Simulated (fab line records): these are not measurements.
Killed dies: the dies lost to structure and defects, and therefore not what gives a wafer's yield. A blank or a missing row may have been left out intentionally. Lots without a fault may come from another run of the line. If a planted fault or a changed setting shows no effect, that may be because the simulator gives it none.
Chamber matching | flow n5Finfet | N5_PMOS_HMC_CHANNEL_EPI_ETCH_38 on rieSi-01 has 4 sister chambers
The step etches SiO2 in CF4, target depth 1.5 nm. 8 wafers are shown with their chamber, then 7 later ones without.

WAFERS WITH THEIR CHAMBER
wafer  | chamber | drypumpMotorCurrentA (A) | throttleValvePct (%)
L078.5 | 1       | 6.2                      | 21.84
L080.1 | 1       | 6.3                      | 21.82
L080.4 | 2       | 5.5                      | 22.30
L086.2 | 2       | 5.5                      | 22.28
L086.3 | 0       | 5.8                      | 21.91
L086.6 | 3       | 4.9                      | 21.69
L093.3 | 0       | 5.8                      | 21.90
L093.5 | 3       | 4.9                      | 21.71

WAFERS WITHOUT THEIR CHAMBER
wafer  | drypumpMotorCurrentA (A) | throttleValvePct (%)
L093.6 | 5.5                      | 22.30
L095.2 | 6.3                      | 21.84
L095.4 | 4.9                      | 21.70
L095.6 | 6.3                      | 21.84
L097.2 | 5.5                      | 22.30
L097.4 | 5.8                      | 21.92
L097.5 | 4.9                      | 21.69

WHICH CHAMBER EACH WENT THROUGH
wafer  | from the rows above | in truth
L093.6 | 2                   | 2
L095.2 | 1                   | 1
L095.4 | 3                   | 3
L095.6 | 1                   | 1
L097.2 | 2                   | 2
L097.4 | 0                   | 0
L097.5 | 3                   | 3
7 of 7 placed correctly. Number that these rows cannot place: 0. Placed wrongly: 0.
How it was worked out, from the rows above alone: a wafer's distance from a chamber is the root of the sum, over the readings, of the square of ((its reading less the chamber's mean) divided by the reading's scatter). The wafer belongs to the nearest chamber; if the next one is less than 2 further off, it can't be placed. The mean given for a chamber averages the wafers shown for that chamber. How the scatter is found: for the shown wafers, subtract from each reading the mean of its chamber, square and add these, divide the total by (wafers less chambers), then take the root.
